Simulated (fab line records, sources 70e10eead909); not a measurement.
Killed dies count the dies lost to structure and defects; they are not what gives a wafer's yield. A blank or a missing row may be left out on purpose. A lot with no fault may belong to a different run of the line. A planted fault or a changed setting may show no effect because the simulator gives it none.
fab line records | flow nandHarc
record lots=24 wafers=72 lastDay=24
route steps=1159 shown A_CHANNEL_FILL_D1@508 A_STAIRCASE@519
lots with no fault: from the same line, run without faults
startH: start of the lot's first displayed wafer, in hours after the record's first day | waitH: hours from the lot's prior step to this one | " the same as in the row above | L1.1+2: several wafers, shown together as one row | - no value, or no start given | * or withheld: withheld | < > ~ a bound
route shown NAME@n: names a module that has steps shown in the file, with the first one's number in the route | usual: mean/standard deviation taken from wafers without a fault | same: alike in all rows | chamber/n: place in a boat | sites: each site's reading | _std_site: standard deviation across them | _edge_site: inner sites' mean taken away from outer sites' mean | radiusMm: how far each site lies from the wafer's centre | mask NAME#n: copy n | behind: tool/chamber where the wafer was last shaped | hold: what put the lot on hold/how long, in hours/how the hold closed | device: the n, p or np transistor that did not switch | end of line: tests run on the same wafers once the route is complete | step lacking rows: just its recipe | killed: dies that structure and defects cost at the first sort, which is not the same as the wafer's yield | map: dies across one wafer; x = killed, . = not, _ = none there
set.NAME: the setting as run; set.NAME@STEP: as run at that earlier step | model.NAME: the simulator's own value behind a step, which no gauge read
route steps across a sampled set of lots; one table per step, one row per wafer
services: from which hour (startH, from the record's first day; less than 0 if before it) a tool's chamber was out of use, for how many hours, and why
## steps
# step NHARC_A_CHANNEL_FILL_D1_ETCHBACK_08
# recipe targetDepthA=2200 timeS=110 c4f8FlowSccm=20 arFlowSccm=withheld rfW=600 biasW=300 chemistry=C4F8
# usual oesProductAu=0.95/0.035 rfVppV=443.0/2.6
# columns lot.wafer tool chamber startH waitH oesProductAu rfHoursCounterH rfVppV
L074.3 rieDiel-07 1 - - 0.93 6 440.2
L074.2 " 2 " " 0.92 6 446.5
L074.6 " 1 " " 0.92 - 441.0
L076.2 rieDiel-08 1 - - 1.01 2 442.3
L076.6 " 0 " " 0.98 - 444.7
L076.5 " 1 " " 0.99 - 442.5
L075.4 rieDiel-08 3 - - 0.92 3 441.7
L075.3 " 0 " " 0.92 3 444.7
L075.5 " 0 " " 0.92 - 445.1
L079.3 rieDiel-08 0 - - 0.94 3 445.3
L079.2 " 3 " " 0.93 3 442.5
L079.6 " 0 " " 0.93 - 445.8
L077.3 rieDiel-11 3 - - 0.98 8 443.1
L077.6 " 3 " " 0.97 - 442.2
L077.5 " 0 " " 0.99 - 444.1
L080.1 rieDiel-08 3 - - 0.93 4 441.2
L080.6 " 0 " " 0.92 - 445.6
L080.5 " 1 " " 0.92 - 443.2
L078.3 rieDiel-07 0 - - 0.99 0 436.2
L078.4 " 1 " " 0.99 0 443.1
L078.5 " 3 " " 1.01 - 441.9
L081.1 rieDiel-08 3 - - 0.91 4 441.4
L081.2 " 1 " " 0.92 3 445.2
L081.6 " 3 " " 0.92 - 442.2
L082.4 rieDiel-08 0 - - 0.93 4 443.7
L082.2 " 2 " " 0.92 4 445.6
L082.6 " 3 " " 0.92 - 441.1
L083.4 rieDiel-07 1 - - 1.00 1 443.5
L083.3 " 2 " " 1.00 1 445.6
L083.2 " 3 " " 1.01 1 442.7
L084.1 rieDiel-08 0 - - 0.93 4 444.1
L084.5 " 3 " " 0.92 - 442.3
L084.6 " 0 " " 0.93 - 445.3
L087.3 rieDiel-07 2 - - 0.95 1 444.4
L087.2 " 0 " " 0.96 1 436.5
L087.5 " 3 " " 0.97 - 441.7
L086.3 rieDiel-08 2 - - 1.00 4 444.1
L086.2 " 0 " " 1.00 5 444.5
L086.5 " 2 " " 1.00 - 442.9
L085.1 rieDiel-11 1 - - 0.91 18 444.3
L085.5 " 0 " " 0.92 - 443.7
L085.6 " 1 " " 0.92 - 446.0
L089.3 rieDiel-08 1 - - 1.01 0 443.6
L089.2 " 0 " " 1.01 0 445.8
L089.5 " 1 " " 1.01 - 444.8
L088.4 rieDiel-07 1 - - 0.99 2 442.0
L088.2 " 0 " " 1.00 2 436.6
L088.5 " 2 " " 1.00 - 445.6
L091.1 rieDiel-08 1 - - 1.00 0 445.1
L091.5 " 3 " " 1.00 - 440.0
L091.6 " 0 " " 1.00 - 445.5
L090.1 rieDiel-07 1 - - 0.93 2 441.4
L090.3 " 2 " " 0.93 2 444.6
L090.5 " 0 " " 0.92 - 435.1
L093.3 rieDiel-11 1 - - 0.93 23 445.5
L093.2 " 2 " " 0.93 15 438.3
L093.6 " 3 " " 0.92 - 441.1
L092.1 rieDiel-07 3 - - 0.93 2 440.0
L092.4 " 0 " " 0.93 2 435.4
L092.6 " 2 " " 0.92 - 446.5
L094.1 rieDiel-08 1 - - 0.98 1 444.5
L094.3 " 2 " " 0.98 1 444.1
L094.5 " 0 " " 0.98 - 446.9
L096.3 rieDiel-08 0 - - 0.99 1 444.6
L096.1 " 1 " " 1.00 1 444.5
L096.2 " 2 " " 0.98 1 443.8
L095.3 rieDiel-07 2 - - 0.92 3 445.8
L095.6 " 0 " " 0.93 - 437.5
L095.5 " 1 " " 0.92 - 442.0
L097.3 rieDiel-07 2 - - 0.92 5 445.5
L097.2 " 0 " " 0.93 4 438.7
L097.5 " 2 " " 0.93 - 445.8
# step NHARC_A_STAIRCASE_DEP_156
# recipe targetThkA=500 tempC=400 targetThkNm=50 flowSccm=200 rfW=450 material=SiNx
# usual heaterPowerW=734/77 showerheadVppV=1294/58
# columns lot.wafer tool chamber startH waitH heaterPowerW showerheadVppV
L074.2 pecvd-02 0 243.31 0.1 682 1313
L074.3 " 2 " " 814 1316
L074.6 " 2 " " 820 1314
L075.3 pecvd-02 0 247.56 0.1 692 1310
L075.5 " 0 " " 688 1323
L075.4 " 1 " " 776 1325
L076.2 pecvd-02 0 247.73 0.1 686 1316
L076.5 " 0 " " 694 1348
L076.6 " 1 " " 772 1331
L079.2 pecvd-02 0 254.69 0.1 676 1318
L079.3 " 2 " " 792 1318
L079.6 " 2 " " 794 1325
L077.3 pecvd-01 2 254.75 0.1 550 1145
L077.5 " 0 " " 771 1205
L077.6 " 2 " " 545 1164
L078.3 pecvd-02 2 258.21 0.1 824 1330
L078.5 " 0 " " 633 1313
L078.4 " 1 " " 863 1316
L080.1 pecvd-03 2 258.25 0.1 822 1304
L080.6 " 1 " " 651 1336
L080.5 " 2 " " 856 1298
L081.1 pecvd-02 1 272.07 0.1 864 1338
L081.2 " 2 " " 806 1285
L081.6 " 0 " " 764 1336
L083.3 pecvd-03 2 285.43 0.5 800 1314
L083.2 " 1 " " 769 1327
L083.4 " 1 " " 770 1329
L082.2 pecvd-02 2 285.48 0.5 737 1300
L082.4 " 1 " " 778 1308
L082.6 " 2 " " 738 1313
L084.1 pecvd-01 0 298.25 0.1 740 1204
L084.5 " 0 " " 751 1222
L084.6 " 1 " " 739 1345
L087.2 pecvd-01 2 307.22 0.4 666 1157
L087.3 " 1 " " 650 1374
L087.5 " 1 " " 666 1329
L086.2 pecvd-02 0 307.23 0.3 717 1331
L086.3 " 2 " " 751 1327
L086.5 " 2 " " 742 1306
L085.1 pecvd-03 0 307.24 0.6 766 1313
L085.5 " 0 " " 807 1329
L085.6 " 1 " " 813 1331
L088.2 pecvd-02 2 323.34 0.1 813 1325
L088.4 " 1 " " 762 1296
L088.5 " 2 " " 694 1295
L089.3 pecvd-02 2 323.49 0.1 703 1334
L089.2 " 0 " " 782 1310
L089.5 " 2 " " 704 1323
L090.3 pecvd-02 1 328.17 0.1 773 1306
L090.1 " 0 " " 698 1331
L090.5 " 0 " " 687 1329
L091.1 pecvd-01 2 328.30 0.1 528 1164
L091.5 " 1 " " 704 1344
L091.6 " 2 " " 529 1153
L093.2 pecvd-03 0 334.50 0.1 735 1316
L093.3 " 2 " " 900 1308
L093.6 " 2 " " 712 1300
L092.1 pecvd-01 0 334.66 0.1 637 1223
L092.6 " 1 " " 670 1340
L092.4 " 2 " " 630 1162
L094.1 pecvd-01 0 349.42 0.1 722 1196
L094.3 " 2 " " 513 1168
L094.5 " 0 " " 734 1191
L096.3 pecvd-03 2 349.67 0.1 831 1322
L096.1 " 0 " " 731 1307
L096.2 " 1 " " 697 1349
L095.3 pecvd-01 1 349.76 0.1 626 1359
L095.6 " 1 " " 636 1340
L095.5 " 2 " " 650 1166
L097.2 pecvd-03 2 378.95 0.1 810 1307
L097.3 " 0 " " 743 1313
L097.5 " 1 " " 774 1326
# step NHARC_A_STAIRCASE_DESCUM_168
# recipe timeS=3 o2FlowSccm=200 arFlowSccm=0 biasPowerW=0 chemistry=O2
# usual drypumpMotorCurrentA=5.7/0.54 oesProductAu=1.003/0.0071 rfVppV=57.6/1.1 showerheadPlenumPTorr=1.90/0.1 throttleValvePct=11.311/0.0091
# columns lot.wafer tool chamber startH waitH drypumpMotorCurrentA oesProductAu rfHoursCounterH rfVppV showerheadPlenumPTorr throttleValvePct
L074.2 rieDiel-12 1 244.29 - 5.2 0.996 12 58.4 2.02 11.316
L074.3 " 0 " " 5.6 0.999 13 57.1 2.07 11.306
L074.6 " 1 " " 5.2 0.993 - 58.2 2.02 11.304
L075.4 rieDiel-01 0 248.41 - 6.3 1.007 35 57.2 1.78 11.289
L075.3 " 2 " " 6.6 0.990 35 56.1 1.92 11.314
L075.5 " 0 " " 6.3 1.008 - 57.1 1.78 11.318
L076.2 rieDiel-12 1 248.72 - 5.2 1.007 13 58.3 2.01 11.309
L076.6 " 0 " " 5.6 0.991 - 58.3 2.07 11.317
L076.5 " 1 " " 5.2 1.003 - 57.4 2.01 11.313
L079.2 rieDiel-01 3 255.56 - 6.3 1.005 36 58.3 2.01 11.314
L079.3 " 1 " " 5.7 0.998 39 58.3 1.94 11.312
L079.6 " 0 " " 6.3 1.016 - 58.5 1.78 11.315
L077.3 rieDiel-10 2 255.72 - 5.3 1.022 26 57.2 1.81 11.310
L077.6 " 2 " " 5.3 1.005 - 56.3 1.81 11.296
L077.5 " 3 " " 5.0 1.011 - 57.2 1.89 11.305
L078.3 rieDiel-12 3 259.25 - 5.4 1.010 16 57.9 2.07 11.320
L078.4 " 1 " " 5.2 1.003 17 58.4 2.01 11.316
L078.5 " 2 " " 4.8 1.004 - 58.3 1.78 11.316
L080.1 rieDiel-12 0 259.45 - 5.6 1.001 19 60.1 2.07 11.314
L080.5 " 2 " " 4.8 0.997 - 57.2 1.78 11.303
L080.6 " 3 " " 5.4 1.003 - 56.5 2.07 11.318
L081.2 rieDiel-01 3 273.04 - 6.3 1.004 44 59.5 2.01 11.311
L081.1 " 0 " " 6.4 1.013 46 57.1 1.78 11.300
L081.6 " 2 " " 6.6 1.015 - 58.7 1.91 11.297
L083.2 rieDiel-12 1 286.41 - 5.2 1.019 29 59.5 2.01 11.295
L083.3 " 3 " " 5.4 1.009 27 58.4 2.07 11.311
L083.4 " 3 " " 5.3 1.009 - 60.0 2.07 11.314
L082.2 rieDiel-10 2 286.58 - 5.3 0.986 38 56.6 1.81 11.312
L082.4 " 0 " " 5.6 0.987 43 58.5 1.86 11.318
L082.6 " 2 " " 5.3 1.004 - 56.3 1.81 11.301
L084.1 rieDiel-10 2 299.26 - 5.3 0.997 43 58.2 1.81 11.316
L084.6 " 2 " " 5.3 1.008 - 57.5 1.81 11.314
L084.5 " 3 " " 5.0 1.002 - 59.6 1.88 11.311
L085.1 rieDiel-12 2 308.21 - 4.9 1.007 33 57.0 1.78 11.303
L085.5 " 0 " " 5.6 1.006 - 58.4 2.06 11.307
L085.6 " 1 " " 5.2 1.011 - 57.4 2.01 11.314
L087.2 rieDiel-01 0 308.35 - 6.3 1.002 55 57.5 1.78 11.309
L087.3 " 3 " " 6.2 1.005 54 57.8 2.00 11.307
L087.5 " 0 " " 6.3 1.010 - 57.2 1.78 11.329
L086.3 rieDiel-01 2 308.51 - 6.7 0.994 55 57.9 1.91 11.311
L086.2 " 3 " " 6.2 1.000 55 58.5 2.00 11.316
L086.5 " 3 " " 6.3 1.003 - 57.4 2.00 11.316
L088.2 rieDiel-10 1 324.13 - 5.8 1.009 53 57.6 1.80 11.303
L088.4 " 2 " " 5.3 1.008 51 56.9 1.80 11.305
L088.5 " 2 " " 5.3 0.996 - 57.0 1.80 11.324
L089.3 rieDiel-01 1 324.47 - 5.7 1.008 0 58.0 1.94 11.315
L089.2 " 2 " " 6.6 1.008 0 58.4 1.91 11.312
L089.5 " 0 " " 6.4 0.998 - 56.5 1.77 11.316
L090.3 rieDiel-01 0 329.24 - 6.3 1.002 3 57.4 1.77 11.316
L090.1 " 1 " " 5.7 1.003 2 57.6 1.93 11.318
L090.5 " 0 " " 6.3 0.999 - 56.7 1.77 11.311
L091.1 rieDiel-12 1 329.47 - 5.2 1.012 44 57.3 2.00 11.324
L091.5 " 2 " " 4.9 1.007 - 55.7 1.77 11.308
L091.6 " 3 " " 5.4 1.006 - 58.2 2.06 11.306
L093.2 rieDiel-10 3 335.36 - 5.0 0.994 48 57.0 1.88 11.295
L093.3 " 0 " " 5.6 0.996 58 56.7 1.85 11.324
L093.6 " 2 " " 5.3 1.014 - 57.9 1.80 11.322
L092.1 rieDiel-01 0 335.73 - 6.3 1.001 7 55.1 1.77 11.311
L092.4 " 1 " " 5.7 1.009 5 58.7 1.93 11.293
L092.6 " 3 " " 6.3 1.010 - 58.8 2.00 11.313
L094.3 rieDiel-01 1 350.41 - 5.6 1.014 11 59.4 1.93 11.301
L094.1 " 2 " " 6.6 1.001 10 57.9 1.90 11.314
L094.5 " 1 " " 5.6 1.003 - 58.9 1.93 11.307
L096.2 rieDiel-10 1 350.65 - 5.9 1.000 65 56.7 1.79 11.325
L096.3 " 2 " " 5.3 0.993 63 55.6 1.80 11.313
L096.1 " 3 " " 5.0 1.003 54 59.0 1.88 11.312
L095.3 rieDiel-10 1 350.83 - 5.9 1.005 65 56.6 1.79 11.307
L095.5 " 3 " " 5.0 0.991 - 57.9 1.88 11.320
L095.6 " 0 " " 5.6 1.002 - 57.5 1.85 11.293
L097.3 rieDiel-10 3 379.80 - 5.0 1.005 5 57.9 1.87 11.300
L097.2 " 0 " " 5.6 1.012 5 55.7 1.85 11.301
L097.5 " 2 " " 5.3 0.996 - 57.4 1.80 11.334
# step NHARC_A_STAIRCASE_ETCH_190
# recipe targetDepthA=1000 timeS=40.5 ionEnergyEv=400 c4f8FlowSccm=20 o2FlowSccm=10 arFlowSccm=withheld rfW=600 biasW=1000 chemistry=C4F8/O2
# usual oesProductAu=0.941/0.0091 rfVppV=895/6.8
# columns lot.wafer tool chamber startH waitH oesProductAu rfHoursCounterH rfVppV
L074.2 rieDiel-12 2 - - 0.943 11 887
L074.3 " 3 " " 0.964 13 907
L074.6 " 2 " " 0.944 - 887
L075.3 rieDiel-01 0 - - 0.939 37 887
L075.4 " 3 " " 0.932 36 901
L075.5 " 1 " " 0.948 - 899
L076.2 rieDiel-01 2 - - 0.939 38 897
L076.5 " 1 " " 0.933 - 898
L076.6 " 2 " " 0.933 - 897
L079.2 rieDiel-10 2 - - 0.944 28 889
L079.3 " 0 " " 0.942 32 893
L079.6 " 0 " " 0.945 - 893
L077.3 rieDiel-12 2 - - 0.952 16 888
L077.5 " 1 " " 0.942 - 902
L077.6 " 2 " " 0.941 - 887
L080.1 rieDiel-12 1 - - 0.937 20 903
L080.5 " 2 " " 0.933 - 889
L080.6 " 3 " " 0.950 - 906
L078.3 rieDiel-10 2 - - 0.926 32 890
L078.4 " 1 " " 0.940 33 889
L078.5 " 2 " " 0.931 - 888
L081.1 rieDiel-10 1 - - 0.940 37 889
L081.2 " 2 " " 0.939 35 891
L081.6 " 1 " " 0.939 - 890
L083.4 rieDiel-01 2 - - 0.935 51 894
L083.3 " 3 " " 0.934 52 901
L083.2 " 0 " " 0.943 52 887
L082.4 rieDiel-12 1 - - 0.952 32 901
L082.2 " 3 " " 0.937 30 906
L082.6 " 1 " " 0.950 - 903
L084.1 rieDiel-10 1 - - 0.954 45 890
L084.6 " 2 " " 0.942 - 889
L084.5 " 3 " " 0.944 - 895
L085.1 rieDiel-10 2 - - 0.938 46 890
L085.5 " 0 " " 0.966 - 892
L085.6 " 1 " " 0.957 - 889
L086.2 rieDiel-10 2 - - 0.928 47 889
L086.3 " 0 " " 0.944 50 892
L086.5 " 1 " " 0.935 - 889
L087.3 rieDiel-12 0 - - 0.950 40 905
L087.2 " 1 " " 0.950 39 901
L087.5 " 3 " " 0.941 - 906
L089.2 rieDiel-12 2 - - 0.947 42 889
L089.3 " 0 " " 0.948 48 905
L089.5 " 3 " " 0.939 - 905
L088.4 rieDiel-10 0 - - 0.950 57 892
L088.2 " 1 " " 0.942 58 887
L088.5 " 2 " " 0.947 - 889
L090.3 rieDiel-10 0 - - 0.955 59 892
L090.1 " 3 " " 0.961 48 894
L090.5 " 0 " " 0.939 - 893
L091.1 rieDiel-12 1 - - 0.946 47 902
L091.6 " 2 " " 0.938 - 888
L091.5 " 3 " " 0.938 - 905
L093.2 rieDiel-10 0 - - 0.947 62 892
L093.3 " 1 " " 0.948 62 887
L093.6 " 1 " " 0.946 - 889
L092.1 rieDiel-01 0 - - 0.949 10 885
L092.4 " 1 " " 0.949 8 897
L092.6 " 0 " " 0.945 - 886
L095.3 rieDiel-12 2 - - 0.923 52 889
L095.5 " 1 " " 0.918 - 903
L095.6 " 2 " " 0.923 - 887
L094.1 rieDiel-01 0 - - 0.944 18 887
L094.3 " 1 " " 0.948 17 897
L094.5 " 1 " " 0.951 - 898
L096.1 rieDiel-12 0 - - 0.939 59 904
L096.2 " 1 " " 0.939 57 903
L096.3 " 2 " " 0.935 52 888
L097.3 rieDiel-01 3 - - 0.936 28 901
L097.2 " 1 " " 0.942 28 897
L097.5 " 0 " " 0.931 - 886
# step NHARC_A_STAIRCASE_ETCH_223
# recipe targetDepthA=1000 timeS=40.5 ionEnergyEv=400 c4f8FlowSccm=20 o2FlowSccm=10 arFlowSccm=withheld rfW=600 biasW=1000 chemistry=C4F8/O2
# usual oesProductAu=0.943/0.01 rfVppV=894/6.3
# columns lot.wafer tool chamber startH waitH oesProductAu rfHoursCounterH rfVppV
L074.3 rieDiel-10 1 - - 0.950 26 889
L074.2 " 3 " " 0.953 22 895
L074.6 " 1 " " 0.950 - 888
L075.3 rieDiel-01 1 - - 0.953 40 898
L075.4 " 0 " " 0.948 38 887
L075.5 " 1 " " 0.936 - 897
L076.2 rieDiel-10 0 - - 0.952 31 893
L076.5 " 1 " " 0.943 - 889
L076.6 " 2 " " 0.953 - 889
L077.3 rieDiel-12 1 - - 0.940 21 902
L077.6 " 1 " " 0.936 - 902
L077.5 " 2 " " 0.946 - 887
L079.2 rieDiel-01 1 - - 0.931 45 897
L079.3 " 2 " " 0.947 44 896
L079.6 " 0 " " 0.925 - 888
L080.1 rieDiel-10 2 - - 0.941 34 890
L080.6 " 2 " " 0.942 - 891
L080.5 " 3 " " 0.932 - 895
L078.3 rieDiel-12 3 - - 0.950 23 905
L078.4 " 2 " " 0.949 22 887
L078.5 " 3 " " 0.937 - 907
L081.1 rieDiel-10 1 - - 0.940 40 888
L081.2 " 3 " " 0.927 28 894
L081.6 " 1 " " 0.937 - 889
L083.3 rieDiel-12 2 - - 0.948 29 887
L083.4 " 3 " " 0.951 31 905
L083.2 " 0 " " 0.940 34 904
L082.2 rieDiel-10 2 - - 0.949 42 889
L082.4 " 3 " " 0.936 34 894
L082.6 " 1 " " 0.957 - 890
L084.1 rieDiel-12 3 - - 0.935 35 906
L084.6 " 3 " " 0.929 - 905
L084.5 " 0 " " 0.920 - 906
L085.1 rieDiel-12 3 - - 0.932 39 905
L085.5 " 1 " " 0.927 - 900
L085.6 " 2 " " 0.935 - 887
L086.3 rieDiel-10 2 - - 0.954 49 889
L086.2 " 3 " " 0.942 40 893
L086.5 " 2 " " 0.952 - 888
L087.2 rieDiel-12 2 - - 0.935 37 887
L087.3 " 0 " " 0.930 41 905
L087.5 " 1 " " 0.939 - 901
L089.2 rieDiel-01 3 - - 0.953 6 901
L089.3 " 1 " " 0.948 6 898
L089.5 " 2 " " 0.948 - 894
L088.4 rieDiel-10 2 - - 0.938 58 890
L088.2 " 3 " " 0.949 49 893
L088.5 " 3 " " 0.938 - 894
L090.3 rieDiel-10 3 - - 0.936 51 894
L090.1 " 0 " " 0.951 61 892
L090.5 " 0 " " 0.941 - 893
L091.1 rieDiel-01 2 - - 0.955 7 896
L091.6 " 0 " " 0.944 - 886
L091.5 " 1 " " 0.951 - 898
L093.3 rieDiel-10 3 - - 0.933 52 894
L093.2 " 1 " " 0.930 64 889
L093.6 " 0 " " 0.931 - 892
L092.1 rieDiel-10 0 - - 0.952 63 891
L092.4 " 1 " " 0.932 64 887
L092.6 " 0 " " 0.938 - 892
L095.3 rieDiel-01 0 - - 0.940 20 887
L095.5 " 2 " " 0.947 - 896
L095.6 " 3 " " 0.947 - 902
L094.1 rieDiel-12 0 - - 0.947 60 905
L094.3 " 1 " " 0.954 58 901
L094.5 " 1 " " 0.951 - 901
L096.3 rieDiel-10 1 - - 0.943 0 888
L096.1 " 2 " " 0.944 0 887
L096.2 " 3 " " 0.944 0 893
L097.2 rieDiel-10 2 - - 0.934 12 888
L097.3 " 0 " " 0.944 9 892
L097.5 " 1 " " 0.934 - 887
# step NHARC_A_STAIRCASE_ETCH_225
# recipe targetDepthA=1000 timeS=40.5 ionEnergyEv=400 c4f8FlowSccm=20 o2FlowSccm=10 arFlowSccm=withheld rfW=600 biasW=1000 chemistry=C4F8/O2
# usual oesProductAu=0.943/0.0095 rfVppV=894/6.1
# columns lot.wafer tool chamber startH waitH oesProductAu rfHoursCounterH rfVppV
L074.2 rieDiel-10 2 - - 0.930 25 890
L074.3 " 3 " " 0.952 22 896
L074.6 " 2 " " 0.937 - 888
L075.4 rieDiel-01 0 - - 0.947 38 886
L075.3 " 2 " " 0.940 39 896
L075.5 " 3 " " 0.954 - 902
L076.2 rieDiel-10 1 - - 0.930 28 889
L076.5 " 2 " " 0.928 - 889
L076.6 " 0 " " 0.935 - 893
L077.3 rieDiel-12 1 - - 0.935 21 902
L077.5 " 2 " " 0.950 - 887
L077.6 " 3 " " 0.936 - 904
L079.2 rieDiel-01 3 - - 0.946 43 901
L079.3 " 1 " " 0.942 45 899
L079.6 " 3 " " 0.943 - 902
L080.1 rieDiel-10 1 - - 0.929 35 889
L080.6 " 0 " " 0.948 - 894
L080.5 " 1 " " 0.936 - 889
L078.4 rieDiel-12 2 - - 0.949 22 888
L078.3 " 1 " " 0.931 23 902
L078.5 " 2 " " 0.944 - 887
L081.1 rieDiel-10 0 - - 0.938 42 893
L081.2 " 1 " " 0.930 40 889
L081.6 " 3 " " 0.928 - 895
L083.4 rieDiel-12 3 - - 0.943 31 906
L083.3 " 0 " " 0.945 34 906
L083.2 " 1 " " 0.947 34 903
L082.4 rieDiel-10 1 - - 0.957 44 889
L082.2 " 3 " " 0.958 34 894
L082.6 " 2 " " 0.955 - 890
L084.1 rieDiel-12 2 - - 0.938 34 889
L084.6 " 2 " " 0.930 - 886
L084.5 " 3 " " 0.945 - 904
L085.1 rieDiel-12 0 - - 0.942 41 905
L085.6 " 1 " " 0.952 - 902
L085.5 " 2 " " 0.932 - 887
L086.2 rieDiel-10 3 - - 0.948 41 894
L086.3 " 0 " " 0.949 52 891
L086.5 " 3 " " 0.948 - 894
L087.2 rieDiel-12 1 - - 0.942 40 901
L087.3 " 2 " " 0.958 37 887
L087.5 " 1 " " 0.940 - 901
L089.2 rieDiel-01 2 - - 0.936 5 895
L089.3 " 3 " " 0.943 7 902
L089.5 " 0 " " 0.941 - 888
L088.2 rieDiel-10 3 - - 0.941 49 893
L088.4 " 2 " " 0.941 59 889
L088.5 " 3 " " 0.940 - 894
L090.3 rieDiel-10 1 - - 0.933 62 889
L090.1 " 2 " " 0.937 60 889
L090.5 " 0 " " 0.948 - 891
L091.1 rieDiel-01 0 - - 0.941 9 886
L091.6 " 1 " " 0.955 - 899
L091.5 " 2 " " 0.955 - 896
L093.2 rieDiel-10 1 - - 0.938 64 890
L093.3 " 2 " " 0.926 62 890
L093.6 " 2 " " 0.929 - 888
L092.4 rieDiel-10 2 - - 0.956 62 888
L092.1 " 3 " " 0.940 53 894
L092.6 " 3 " " 0.945 - 894
L095.3 rieDiel-01 1 - - 0.949 19 895
L095.5 " 1 " " 0.958 - 896
L095.6 " 2 " " 0.940 - 894
L094.1 rieDiel-12 1 - - 0.947 58 900
L094.3 " 0 " " 0.942 60 906
L094.5 " 2 " " 0.951 - 888
L096.3 rieDiel-10 3 - - 0.936 0 893
L096.2 " 0 " " 0.951 0 892
L096.1 " 2 " " 0.947 0 890
L097.2 rieDiel-10 2 - - 0.941 12 889
L097.3 " 0 " " 0.952 9 892
L097.5 " 3 " " 0.931 - 892
## services
# columns tool chamber startH hours kind
rieDiel-10 0 235.21 - clean
pecvd-01 - 237.18 13.0 pm
rieDiel-07 - 239.89 9.0 pm
rieDiel-11 2 242.59 42.5 repair
rieDiel-07 3 252.40 6.6 repair
pecvd-03 0 255.90 2.6 repair
pecvd-01 - 257.37 2.0 repair
pecvd-01 - 274.54 1.8 repair
rieDiel-07 - 277.41 0.4 repair
rieDiel-12 2 285.43 4.8 repair
pecvd-02 - 290.31 1.0 repair
pecvd-03 - 292.24 13.0 pm
rieDiel-11 - 301.23 0.3 repair
rieDiel-08 - 301.80 9.0 pm
rieDiel-01 - 314.99 9.0 pm
pecvd-02 - 334.04 13.0 pm
rieDiel-12 3 334.04 1.7 repair
rieDiel-10 - 354.21 9.0 pm
rieDiel-08 - 359.83 0.8 repair
rieDiel-11 - 366.53 9.0 pm
pecvd-01 1 367.07 10.4 repair
rieDiel-10 0 368.20 1.4 repair
rieDiel-01 - 370.63 0.4 repair
rieDiel-12 - 379.62 9.0 pm
## key
fault none
